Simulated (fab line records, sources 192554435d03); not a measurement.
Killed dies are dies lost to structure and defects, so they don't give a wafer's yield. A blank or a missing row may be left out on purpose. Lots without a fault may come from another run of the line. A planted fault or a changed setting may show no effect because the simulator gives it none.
Which tool did it? | flow n5_finfet | 11 lots, 30 wafers sampled, at 5 steps of a route of 1938

WHAT THE GAUGES READ, wafer by wafer
N5_BEOL_M0_INSPECT_127: inspects for defects (darkfield).
lot  | measured     | on                | raw_defect_count
L617 | day 5 21:46  | defect_inspect-01 | 71 125
L619 | day 6 16:08  | defect_inspect-02 | 65 75
L620 | day 6 20:16  | defect_inspect-01 | 43 35 49
L621 | day 7 02:23  | defect_inspect-01 | 62 41 43
L622 | day 7 03:44  | defect_inspect-02 | 37 90 40
L623 | day 7 13:23  | defect_inspect-01 | 63 54 32
L624 | day 7 15:05  | defect_inspect-01 | 75 97
L626 | day 8 01:52  | defect_inspect-01 | 63 81 96
L630 | day 9 07:54  | defect_inspect-02 | 76 94 82
L632 | day 10 01:32 | defect_inspect-02 | 3584 3454 91
L640 | day 11 17:01 | defect_inspect-01 | 62 69 51

N5_BEOL_M4_RC_MEAS_101.
lot  | measured     | on        | DIBL_N (mV/V)  | DIBL_P (mV/V)  | IOFF_N (nA/um)    | IOFF_P (nA/um) | ION_N (uA/um) | ION_P (uA/um) | SS_N (mV/dec)  | SS_P (mV/dec)  | VT_N (mV)   | VT_P (mV)
L617 | day 7 20:53  | prober-01 | 40.7 39.1      | 40.5 38.7      | 0.246 0.186       | 0.30 0.25      | 688 671       | 472 466       | 71.9 72.2      | 73.7 74.2      | 243 247     | -246 -248
L619 | day 8 04:13  | prober-01 | 32.7 35.3      | 32.0 35.6      | 0.112 0.149       | 0.15 0.19      | 668 671       | 454 462       | 70.4 71.5      | 72.0 72.9      | 253 249     | -257 -253
L620 | day 9 01:31  | prober-01 | 37.0 38.2 39.1 | 35.5 37.4 37.2 | 0.146 0.175 0.185 | 0.23 0.26 0.27 | 678 678 683   | 464 474 467   | 71.7 71.3 72.3 | 72.9 73.4 73.3 | 249 247 247 | -247 -245 -243
L621 | day 9 08:10  | prober-01 | 33.3 34.5 34.5 | 33.7 34.8 33.9 | 0.114 0.136 0.139 | 0.15 0.17 0.16 | 660 679 669   | 456 470 457   | 70.6 70.5 71.2 | 72.6 72.8 73.1 | 256 255 252 | -255 -252 -254
L622 | day 9 10:43  | prober-02 | 37.8 38.3 40.5 | 37.0 36.7 40.7 | 0.155 0.152 0.222 | 0.22 0.22 0.30 | 679 662 699   | 473 469 477   | 71.5 71.8 72.4 | 73.6 73.4 74.5 | 251 253 246 | -249 -248 -244
L623 | day 9 12:29  | prober-01 | 37.1 37.2 36.6 | 36.7 35.5 35.7 | 0.159 0.166 0.150 | 0.21 0.20 0.19 | 679 671 683   | 467 459 461   | 72.0 72.2 71.2 | 73.0 72.8 72.2 | 250 247 249 | -252 -250 -250
L624 | day 9 17:41  | prober-01 | 37.7 35.0      | 40.4 36.8      | 0.219 0.160       | 0.27 0.20      | 702 675       | 478 459       | 71.6 71.2      | 74.7 72.7      | 243 250     | -248 -252
L626 | day 10 15:08 | prober-01 | 37.8 38.0 37.6 | 38.9 39.1 38.2 | 0.187 0.190 0.177 | 0.29 0.29 0.27 | 684 688 673   | 478 479 469   | 71.4 72.1 71.1 | 73.6 73.4 73.6 | 246 248 248 | -243 -243 -244
L630 | day 11 02:11 | prober-01 | 37.0 36.2 37.1 | 36.9 37.5 37.5 | 0.165 0.169 0.171 | 0.19 0.20 0.20 | 680 685 691   | 460 469 471   | 72.2 71.6 72.1 | 73.3 73.2 74.1 | 249 251 249 | -254 -252 -256
L632 | day 12 12:10 | prober-01 | 36.7           | 37.9           | 0.181             | 0.24           | 679           | 469           | 72.8           | 73.5           | 247         | -246
L640 | day 13 21:29 | prober-02 | 36.5 35.6 36.0 | 36.4 35.2 35.8 | 0.155 0.144 0.139 | 0.19 0.16 0.17 | 671 678 670   | 453 456 452   | 72.0 71.4 71.6 | 73.5 73.4 73.5 | 250 251 249 | -254 -257 -253

WHICH TOOL RAN EACH LOT (tool, then ch and the chambers of the sampled wafers, then the start)
lot  | N5_BEOL_M0_SURFACE_TREAT_137 | N5_BEOL_M0_ANNEAL_133        | N5_BEOL_M0_CMP_120
L617 | pvd_sputter-01, day 5 20:07  | pvd_sputter-01, day 5 20:31  | cmp-03 ch 2,3, day 5 21:15
L619 | pvd_sputter-03, day 6 12:41  | pvd_sputter-01, day 6 14:50  | cmp-04 ch 1,2, day 6 15:30
L620 | pvd_sputter-03, day 6 18:14  | pvd_sputter-03, day 6 18:45  | cmp-04 ch 0,1,2, day 6 19:41
L621 | pvd_sputter-03, day 7 00:06  | pvd_sputter-03, day 7 00:38  | cmp-02 ch 0,1, day 7 01:49
L622 | pvd_sputter-03, day 7 01:41  | pvd_sputter-01, day 7 02:07  | cmp-04 ch 0,3, day 7 02:54
L623 | pvd_sputter-01, day 7 11:46  | pvd_sputter-03, day 7 12:10  | cmp-02 ch 0,1,2, day 7 12:51
L624 | pvd_sputter-02, day 7 13:19  | pvd_sputter-02, day 7 13:44  | cmp-04 ch 0,2, day 7 14:33
L626 | pvd_sputter-02, day 7 23:46  | pvd_sputter-01, day 8 00:12  | cmp-04 ch 0,1,3, day 8 01:19
L630 | pvd_sputter-02, day 9 04:50  | pvd_sputter-03, day 9 06:32  | cmp-03 ch 0,3, day 9 07:13
L632 | pvd_sputter-01, day 9 23:26  | pvd_sputter-01, day 10 00:17 | cmp-04 ch 0,1, day 10 00:56
L640 | pvd_sputter-03, day 11 15:10 | pvd_sputter-01, day 11 15:44 | cmp-02 ch 0,1,2, day 11 16:25
- N5_BEOL_M0_SURFACE_TREAT_137
- N5_BEOL_M0_ANNEAL_133: time 60 s.
- N5_BEOL_M0_CMP_120: polishes, stops on SiOC, t overpolish 6.9 s.

WHAT THE TOOLS THEMSELVES READ (means of the sampled wafers that have a number; where no wafer has one, the mark that the record gives instead)
N5_BEOL_M0_ANNEAL_133.
lot  | tool           | heater_power_w (W) | susceptor_temp_C_max
L617 | pvd_sputter-01 | 792                | 401.2
L619 | pvd_sputter-01 | 802                | 400.9
L620 | pvd_sputter-03 | 815                | 401.3
L621 | pvd_sputter-03 | 876                | 400.7
L622 | pvd_sputter-01 | 816                | 400.8
L623 | pvd_sputter-03 | 842                | 401.1
L624 | pvd_sputter-02 | 711                | 400.8
L626 | pvd_sputter-01 | 910                | 401.3
L630 | pvd_sputter-03 | 862                | 400.9
L632 | pvd_sputter-01 | 781                | 401.1
L640 | pvd_sputter-01 | 783                | 401.1

N5_BEOL_M0_CMP_120.
lot  | tool   | barrier_field_endpoint_s (s) | motor_current_A (A) | overpolish_run_s (s) | slurry_filter_dp_kPa (kPa) | time_to_endpoint_s (s)
L617 | cmp-03 | 3.79                         | 5.6                 | 6.885                | 13.46                      | 66
L619 | cmp-04 | 3.73                         | 6.0                 | 6.894                | 13.56                      | 68
L620 | cmp-04 | 3.55                         | 6.4                 | 6.900                | 13.45                      | 63
L621 | cmp-02 | 3.52                         | 6.3                 | 6.899                | 13.55                      | 61
L622 | cmp-04 | 3.74                         | 7.2                 | 6.901                | 13.46                      | 65
L623 | cmp-02 | 3.81                         | 6.3                 | 6.898                | 13.57                      | 66
L624 | cmp-04 | 3.92                         | 6.8                 | 6.883                | 13.52                      | 67
L626 | cmp-04 | 3.77                         | 6.8                 | 6.890                | 13.39                      | 67
L630 | cmp-03 | 3.68                         | 5.7                 | 6.902                | 13.43                      | 65
L632 | cmp-04 | 6.36                         | 6.1                 | 6.886                | 13.51                      | 76
L640 | cmp-02 | 3.57                         | 6.3                 | 6.900                | 13.52                      | 62

THE ANSWER, worked out from the rows above alone
Rule: what is usual is taken from the lots themselves. Put in order of their means at a reading, lots are off if they are a third of the lots or fewer, leave a main group of 4 or more, and stand apart from it by a gap of 3 or more times the standard deviation of the main group's means; of several such gaps the widest counts. A main group whose means are all the same, to the digits that the tables above print for the reading, isn't used. A lot without any number at a reading at which 4 lots or more have one is off too. The other lots that the step has rows for count as sound. The gauges are gone through in route order, then the tools' own readings, and for those a lot's mean is taken as printed above. The first step at which some lot is off is used, and at that step the reading that is off furthest; a lot without a number counts as furthest.
Off: L632, at N5_BEOL_M0_INSPECT_127 (raw_defect_count). The main group: mean 68, standard deviation 18.
A tool fits if, at a process step before that reading, it ran every lot that is off, and no sound lot after the first of them. The gauges at N5_BEOL_M0_INSPECT_127 aren't tried: what is off there is off at N5_BEOL_M0_CMP_120 too, on other tools, and a gauge's error can't cause that. Can't be told from this: 2 tools fit, pvd_sputter-01 at N5_BEOL_M0_SURFACE_TREAT_137, cmp-04 at N5_BEOL_M0_CMP_120.

WHAT THE SIMULATOR HAD PUT IN
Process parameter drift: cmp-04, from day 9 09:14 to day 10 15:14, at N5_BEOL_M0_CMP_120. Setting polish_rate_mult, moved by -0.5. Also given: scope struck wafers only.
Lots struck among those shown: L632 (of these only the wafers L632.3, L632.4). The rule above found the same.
